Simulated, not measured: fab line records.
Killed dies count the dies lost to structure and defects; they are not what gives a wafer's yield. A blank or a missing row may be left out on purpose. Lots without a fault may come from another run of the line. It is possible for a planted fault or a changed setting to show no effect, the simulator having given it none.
Lot-split experiment :: flow n5Finfet :: 7 lots, 21 wafers read, on a route of 1938 steps

== THE SPLIT ITSELF ==
At N5_BEOL_M6_HM_DEP_02 (deposits TiN, target thk 20 nm), the setting targetThkA was moved away from the recipe's 200 angstrom on 3 of the 21 wafers read, by +8.5%. For the rest of the wafers, this setting stayed at what the recipe calls for.

== FROM THE SPLIT TO THE READING: what the file shows between them, 4 steps ==
- N5_BEOL_M6_COAT_59: time 60 s, resist thk 100 nm
- N5_BEOL_M6_COAT_60: time 60 s, resist thk 35 nm
- N5_BEOL_M6_STRIP_68: strips in N2/H2
- N5_BEOL_M6_STRIP_67: strips in CF4

== THE READING ==
etch.depthNm (the simulator's own value, which no gauge read), in nm, at N5_BEOL_M6_HM_OPEN_17 (chemistry Cl2/BCl3, target TiN, target depth 20 nm, overetch 6 nm). No usual value for it is given in the file. Average 20.05 nm, standard deviation 0.19 nm, over the 18 wafers here run with the recipe.

wafer: L079.2
tool, chamber at the split: pvdSputter-03, -
targetThkA as run, angstrom: 200
against the recipe: recipe
etch.depthNm, nm: 19.83
against lot-mates on the recipe: -

wafer: L079.4
tool, chamber at the split: pvdSputter-03, -
targetThkA as run, angstrom: 200
against the recipe: recipe
etch.depthNm, nm: 19.88
against lot-mates on the recipe: -

wafer: L079.5
tool, chamber at the split: pvdSputter-03, -
targetThkA as run, angstrom: 200
against the recipe: recipe
etch.depthNm, nm: 20.04
against lot-mates on the recipe: -

wafer: L084.1
tool, chamber at the split: pvdSputter-03, -
targetThkA as run, angstrom: 200
against the recipe: recipe
etch.depthNm, nm: 20.15
against lot-mates on the recipe: -

wafer: L084.4
tool, chamber at the split: pvdSputter-03, -
targetThkA as run, angstrom: 200
against the recipe: recipe
etch.depthNm, nm: 20.13
against lot-mates on the recipe: -

wafer: L084.6
tool, chamber at the split: pvdSputter-03, -
targetThkA as run, angstrom: 200
against the recipe: recipe
etch.depthNm, nm: 20.1
against lot-mates on the recipe: -

wafer: L082.2
tool, chamber at the split: pvdSputter-02, -
targetThkA as run, angstrom: 200
against the recipe: recipe
etch.depthNm, nm: 19.58
against lot-mates on the recipe: -

wafer: L082.4
tool, chamber at the split: pvdSputter-02, -
targetThkA as run, angstrom: 200
against the recipe: recipe
etch.depthNm, nm: 19.77
against lot-mates on the recipe: -

wafer: L082.5
tool, chamber at the split: pvdSputter-02, -
targetThkA as run, angstrom: 200
against the recipe: recipe
etch.depthNm, nm: 19.93
against lot-mates on the recipe: -

wafer: L080.1
tool, chamber at the split: pvdSputter-01, -
targetThkA as run, angstrom: 200
against the recipe: recipe
etch.depthNm, nm: 20.15
against lot-mates on the recipe: -

wafer: L080.2
tool, chamber at the split: pvdSputter-01, -
targetThkA as run, angstrom: 200
against the recipe: recipe
etch.depthNm, nm: 20.03
against lot-mates on the recipe: -

wafer: L080.6
tool, chamber at the split: pvdSputter-01, -
targetThkA as run, angstrom: 200
against the recipe: recipe
etch.depthNm, nm: 20.1
against lot-mates on the recipe: -

wafer: L092.1
tool, chamber at the split: pvdSputter-02, -
targetThkA as run, angstrom: 217
against the recipe: +8.5%
etch.depthNm, nm: 21.65
against lot-mates on the recipe: no lot-mate on the recipe

wafer: L092.2
tool, chamber at the split: pvdSputter-02, -
targetThkA as run, angstrom: 217
against the recipe: +8.5%
etch.depthNm, nm: 21.61
against lot-mates on the recipe: no lot-mate on the recipe

wafer: L092.5
tool, chamber at the split: pvdSputter-02, -
targetThkA as run, angstrom: 217
against the recipe: +8.5%
etch.depthNm, nm: 21.72
against lot-mates on the recipe: no lot-mate on the recipe

wafer: L091.1
tool, chamber at the split: pvdSputter-01, -
targetThkA as run, angstrom: 200
against the recipe: recipe
etch.depthNm, nm: 20.17
against lot-mates on the recipe: -

wafer: L091.3
tool, chamber at the split: pvdSputter-01, -
targetThkA as run, angstrom: 200
against the recipe: recipe
etch.depthNm, nm: 20.16
against lot-mates on the recipe: -

wafer: L091.4
tool, chamber at the split: pvdSputter-01, -
targetThkA as run, angstrom: 200
against the recipe: recipe
etch.depthNm, nm: 20.2
against lot-mates on the recipe: -

wafer: L097.2
tool, chamber at the split: pvdSputter-01, -
targetThkA as run, angstrom: 200
against the recipe: recipe
etch.depthNm, nm: 20.16
against lot-mates on the recipe: -

wafer: L097.5
tool, chamber at the split: pvdSputter-01, -
targetThkA as run, angstrom: 200
against the recipe: recipe
etch.depthNm, nm: 20.4
against lot-mates on the recipe: -

wafer: L097.6
tool, chamber at the split: pvdSputter-01, -
targetThkA as run, angstrom: 200
against the recipe: recipe
etch.depthNm, nm: 20.21
against lot-mates on the recipe: -

THE FIT
A straight line over all 21 wafers: etch.depthNm changes by +0.189 nm for each +1% of targetThkA; r = +0.96; the points scatter about the line by 0.18 nm.
Too few moved wafers have a lot-mate on the recipe to fit a line with each lot's own level taken away.

== FILE'S OWN FIT ==
etch.depthNm changes by +0.189 nm for each +1% of targetThkA, r = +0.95.
